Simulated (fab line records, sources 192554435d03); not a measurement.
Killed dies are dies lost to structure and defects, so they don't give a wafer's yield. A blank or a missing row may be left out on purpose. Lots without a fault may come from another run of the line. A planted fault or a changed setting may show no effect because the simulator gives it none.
A struck lot beside a sound one | flow n5_finfet | 16 steps out of a route of 1938
Sound: wafers L761.2, L761.4, L761.6. Struck: wafer L773.2. (L773.3 of the same lot was not struck and is left out.) The cause comes at the end.
At each step with rows: each side's tool, then ch and its chambers, then its first start. Under that, the readings that differ: sound wafers | struck wafers | difference of the means | sigmas: that difference in standard deviations of wafers without a fault.
alike: readings whose means differ by less than 2 such deviations, and words and numbers that are the same on both sides. not compared: withheld readings, readings that some wafer has no value for, bounds like >300 that may hide the same value, and numbers for which the record gives no deviation and whose values overlap.
The two part at a step that has a row with sigmas, a row that says differs or no value, or rows on one side only. Numbers that don't overlap but have no deviation are shown without sigmas and don't part them. A reading that every wafer of one side lacks parts them only if that side has two wafers or more.

first, 4 steps without rows for these wafers: N5_BEOL_M4_SOFTBAKE_23 (time 60 s); N5_BEOL_M4_EXPOSE_25 (exposes mask V3, defocus 5 nm); N5_BEOL_M4_PEB_26 (peb time 60 s); N5_BEOL_M4_DEVELOP_27 (develop time 30 s).
N5_BEOL_M4_CD_MEAS_28: target cd 26.2 nm, target cd y 24.1 nm.
  sound on cd_sem-02 ch 0, day 8 14:10; struck on cd_sem-01 ch 0, day 12 13:06
  alike: cd_nm
N5_BEOL_M4_OVL_MEAS_29:
  sound on overlay-01 ch 0, day 8 14:12; struck on overlay-01 ch 0, day 12 13:08
  reading     | sound         | struck | difference | sigmas
  V3_OVL (nm) | -0.5 0.2 -0.1 | 1.5    | +1.6       | +3
N5_BEOL_M4_INSPECT_30: inspects for defects (brightfield).
  sound on defect_inspect-01, day 8 14:16; struck on defect_inspect-01, day 12 13:11
  alike: raw_defect_count
N5_BEOL_M4_DESCUM_33: chemistry O2, time 7 s.
  sound on rie_diel-03 ch 0,1, day 8 14:17; struck on rie_diel-01 ch 0, day 12 13:13
  alike: bias_power_w, drypump_motor_current_A, oes_product_au, rf_vpp_V, showerhead_plenum_p_Torr, throttle_valve_pct
  not compared: rf_hours_counter_h
N5_BEOL_M4_ETCH_77: etches underlayer in N2/H2, target depth 6.5 nm, time 5.2 s.
  sound on rie_diel-03 ch 0,1, day 8 14:19; struck on rie_diel-01 ch 0, day 12 13:16
  alike: drypump_motor_current_A, etch_rf_on_time_s, oes_product_au, rf_vpp_V, showerhead_plenum_p_Torr, throttle_valve_pct
  not compared: rf_hours_counter_h
N5_BEOL_M4_ETCH_69: etches SiARC in CF4, target depth 15.6 nm, time 26 s.
  sound on rie_diel-03 ch 0,1, day 8 14:20; struck on rie_diel-01 ch 0, day 12 13:16
  alike: drypump_motor_current_A, etch_rf_on_time_s, oes_product_au, rf_vpp_V, showerhead_plenum_p_Torr, throttle_valve_pct
  not compared: rf_hours_counter_h
N5_BEOL_M4_ALD_98: deposits SiO2, target thk 2.5 nm, pulse time 1 s, co reactant pulse time 1 s.
  sound on ald_sin-03 ch 0,1,3, day 8 14:54; struck on ald_sin-01 ch 0, day 12 13:29
  alike: heater_power_w, precursor_pulse_height_rel, susceptor_temp_C
  not compared: since_wet_clean_h
N5_BEOL_M4_ETCHBACK_99: etches SiO2 in CHF3, target depth 5 nm, time 10.4 s.
  sound on rie_diel-01 ch 0,2, day 8 19:35; struck on rie_diel-03 ch 0, day 13 05:38
  reading      | sound       | struck | difference | sigmas
  rf_vpp_V (V) | 231 243 233 | 248    | +12        | +3
  alike: drypump_motor_current_A, oes_product_au, showerhead_plenum_p_Torr, throttle_valve_pct
  not compared: rf_hours_counter_h
N5_BEOL_M4_ETCH_70: etches SOC in N2/H2, target depth 80 nm, overetch 24 nm, time 130 s.
  sound on rie_diel-01 ch 0,2, day 8 19:37; struck on rie_diel-03 ch 0, day 13 05:40
  reading                                    | sound   | struck | difference | sigmas
  model.SiARC_of_BEOL_M4_COAT_68.thk_nm (nm) | 6 5.8 6 | 6.8    | +0.9       |
  alike: drypump_motor_current_A, oes_product_au, rf_vpp_V, showerhead_plenum_p_Torr, throttle_valve_pct
  not compared: rf_hours_counter_h
then, 1 step without rows for these wafers: N5_BEOL_M4_STRIP_71 (strips in N2/H2).
N5_BEOL_M4_RC_MEAS_101:
  sound on prober-01 ch 0, day 9 00:53; struck on prober-02 ch 0, day 13 10:27
  reading       | sound          | struck | difference | sigmas
  ION_P (uA/um) | 467 469 461    | 450    | -16        | -2
  VT_P (mV)     | -249 -245 -247 | -253   | -6         | -2
  alike: DIBL_N, DIBL_P, IOFF_N, IOFF_P, ION_N, SS_N, SS_P, VT_N
-- the record jumps here: 5 days lie between the struck wafers' starts before and after (it left off in module BEOL_M4 and takes up again in module PASSIVATION, whose first step shown is number 1936 of the route) --
N5_PASSIVATION_PROBE_49:
  the record has rows for the struck wafers here (prober-02, day 18 12:28) and none for the sound ones

WHERE THEY PART
First at N5_BEOL_M4_OVL_MEAS_29; last, within this record, at N5_PASSIVATION_PROBE_49.

WHY: what the simulator had put in
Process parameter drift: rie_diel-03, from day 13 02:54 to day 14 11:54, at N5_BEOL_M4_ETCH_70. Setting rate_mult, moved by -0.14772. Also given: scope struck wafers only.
